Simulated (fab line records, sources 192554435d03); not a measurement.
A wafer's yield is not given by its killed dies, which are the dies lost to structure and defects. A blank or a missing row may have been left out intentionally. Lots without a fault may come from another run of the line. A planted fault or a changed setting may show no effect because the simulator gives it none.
Matching of chambers	flow n5-finfet	3 sister chambers for N5_BEOL_M4_ILD_DEP_00 on pecvd-01
The step deposits SiOC from DEMS/O2, target thk 79 nm, time 15.3 s. 6 wafers are shown with their chamber, then 8 later ones without.

WAFERS, EACH WITH ITS CHAMBER
wafer	chamber	throttle-valve-pct (%)	heater-power-w (W)
L087.1	2	11.8	434
L087.6	1	11.4	564
L089.2	2	11.7	412
L089.5	1	11.7	556
L089.6	0	14.5	725
L092.1	0	14.4	746

WAFERS WITHOUT THEIR CHAMBER
wafer	throttle-valve-pct (%)	heater-power-w (W)
L092.4	14.6	759
L092.6	11.8	479
L091.1	11.7	461
L091.2	11.6	478
L091.3	12.0	472
L094.1	14.5	770
L094.5	14.4	764
L094.6	11.8	504

WHICH CHAMBER EACH WENT THROUGH
wafer	from the rows above	in truth
L092.4	0	0
L092.6	2	2
L091.1	2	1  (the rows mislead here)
L091.2	can't be placed: 2 or 1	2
L091.3	2	2
L094.1	0	0
L094.5	0	0
L094.6	can't be placed: 1 or 2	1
5 of 8 placed correctly. These rows do not allow placing 2 (true chamber among the candidates in 2). Number placed wrongly: 1.
How it was worked out, from the rows above alone: a wafer's distance from a chamber is the root of the sum, over the readings, of the square of ((its reading less the chamber's mean) divided by the reading's scatter). If the next closest chamber is less than 2 further off than the closest, the wafer can't be placed; otherwise it belongs to the closest. The mean given for a chamber averages the wafers shown for that chamber. The scatter: take each reading less its chamber's mean, square it, sum over the shown wafers, divide by the number of wafers less the number of chambers, and take the root.
